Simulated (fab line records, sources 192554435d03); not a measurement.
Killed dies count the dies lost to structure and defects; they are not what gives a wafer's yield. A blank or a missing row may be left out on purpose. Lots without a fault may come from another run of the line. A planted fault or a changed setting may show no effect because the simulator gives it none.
Comparing a struck lot with a sound one + flow n5-finfet + 18 out of 1938 route steps
Sound: the wafers L371.2, L371.3, L371.4. Struck: wafers L384.3, L384.6. (L384.2 of the same lot was not struck and is left out.) The cause comes at the end.
Per side, at each step with rows, come the tool, then ch with its chambers, and then its first start. Under that, the readings that differ: sound wafers + struck wafers + difference of the means + sigmas: that difference in standard deviations of wafers without a fault.
alike: a reading whose means differ by less than 2 such deviations, as well as words and numbers matching on both sides. not compared: withheld readings; readings where some wafer has no value; bounds like >300 that might hide an equal value; numbers whose values overlap and for which the record gives no deviation.
Wherever a step has rows on one side only, a row that says differs or no value, or a row with sigmas, the two part there. Numbers that have no deviation but don't overlap get no sigmas and don't part them. A reading that every wafer of one side lacks parts them only if that side has two wafers or more.

first, 7 steps without rows for these wafers: N5_BEOL_M0_SAQP_COAT_82 (time 60 s, resist thk 30 nm); N5_BEOL_M0_SAQP_COAT_08 (resist thk 90 nm); N5_BEOL_M0_SAQP_EBR_10; N5_BEOL_M0_SAQP_SOFTBAKE_09 (time 60 s); N5_BEOL_M0_SAQP_EXPOSE_11 (exposes mask M0 CORE, target cd 42 nm); N5_BEOL_M0_SAQP_PEB_12 (peb time 60 s); N5_BEOL_M0_SAQP_DEVELOP_13 (develop time 30 s).
N5_BEOL_M0_SAQP_CD_MEAS_14 targets a cd of 42.5 nm.
  sound on cd-sem-02 ch 0, day 7 10:28; struck on cd-sem-01 ch 0, day 10 13:54
  alike: cd-nm
N5_BEOL_M0_SAQP_OVL_MEAS_15:
  sound on overlay-01 ch 0, day 7 10:30; struck on overlay-01 ch 0, day 10 13:56
  alike: M0_CORE_OVL
N5_BEOL_M0_SAQP_INSPECT_16: inspects for defects (brightfield).
  sound on defect-inspect-02 at day 7 10:32; struck on defect-inspect-01 at day 10 13:57
  alike: raw-defect-count
N5_BEOL_M0_SAQP_DESCUM_19: chemistry O2, time 7.9 s.
  sound on rie-diel-03 ch 0,1, day 7 10:41; struck on rie-diel-03 ch 1,3, day 10 14:15
  alike: drypump-motor-current-A, oes-product-au, rf-vpp-V, showerhead-plenum-p-Torr, throttle-valve-pct
  not compared: rf-hours-counter-h
N5_BEOL_M0_SAQP_ETCH_83: etches SiARC in CF4, target depth 39 nm, time 65 s.
  sound on rie-diel-03 ch 0,1, day 7 10:43; struck on rie-diel-03 ch 1,3, day 10 14:17
  alike: drypump-motor-current-A, etch-rf-on-time-s, oes-product-au, rf-vpp-V, showerhead-plenum-p-Torr, throttle-valve-pct
  not compared: rf-hours-counter-h
N5_BEOL_M0_SAQP_ETCH_84: etches SOC in N2/H2, target depth 100 nm, overetch 20 nm, time 150 s.
  sound on rie-diel-03 ch 0,1, day 7 10:46; struck on rie-diel-03 ch 1,3, day 10 14:20
| reading                                         | sound             | struck      | difference | sigmas |
|-------------------------------------------------|-------------------|-------------|------------|--------|
| run-length-s (s)                                | 173.9 173.3 174.5 | 208.2 208.7 | +34.5      | +82    |
| model.SiARC_of_BEOL_M0_SAQP_COAT_82.thk-nm (nm) | 24.8 24.4 24.8    | 23.4 23.6   | -1.2       |        |
  alike: drypump-motor-current-A, h2-flow-sccm, oes-product-au, rf-vpp-V, showerhead-plenum-p-Torr, throttle-valve-pct
  not compared: rf-hours-counter-h
then, 1 step without rows for these wafers: N5_BEOL_M0_SAQP_STRIP_80 (strips in N2/H2).
N5_BEOL_M0_SAQP_HM_OPEN_112: chemistry CHF3/O2, target SiO2, stops on a-Si, target depth 12 nm, time 13.5 s.
  sound on rie-diel-03 ch 0,1, day 7 10:52; struck on rie-diel-03 ch 1,3, day 10 14:26
| reading                                         | sound            | struck      | difference | sigmas |
|-------------------------------------------------|------------------|-------------|------------|--------|
| model.etch.depth-nm (nm)                        | 11.8 11.55 12.06 | 10.21 10.35 | -1.52      |        |
| model.SiARC_of_BEOL_M0_SAQP_COAT_82.thk-nm (nm) | 6.6 5.6 6.4      | 4.4 5.2     | -1.4       |        |
  alike: drypump-motor-current-A, oes-product-au, rf-vpp-V, showerhead-plenum-p-Torr, throttle-valve-pct
  not compared: rf-hours-counter-h
then, 1 step without rows for these wafers: N5_BEOL_M0_SAQP_STRIP_113 (strips in CHF3/O2).
-- record jumps: 3 days separate the struck wafers' starts on either side; left off in module BEOL_M0_SAQP, taken up again in module BEOL_M4, whose first shown step is the route's number 1111 --
N5_BEOL_M4_RC_MEAS_101:
  sound on prober-02 ch 0, day 10 10:16; struck on prober-02 ch 0, day 13 19:50
  alike: DIBL_N, DIBL_P, IOFF_N, IOFF_P, ION_N, ION_P, SS_N, SS_P, VT_N, VT_P
following that, these wafers have no rows for 1 step: N5_PASSIVATION_PROBE_49.

WHERE THEY PART
Within this record, at N5_BEOL_M0_SAQP_ETCH_84 only. Later steps at which nothing parts them and some readings are alike: N5_BEOL_M0_SAQP_HM_OPEN_112, N5_BEOL_M4_RC_MEAS_101.

WHY: the cause the simulator had injected
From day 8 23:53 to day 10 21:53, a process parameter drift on rie-diel-03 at N5_BEOL_M0_SAQP_ETCH_84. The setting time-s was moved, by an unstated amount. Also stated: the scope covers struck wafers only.
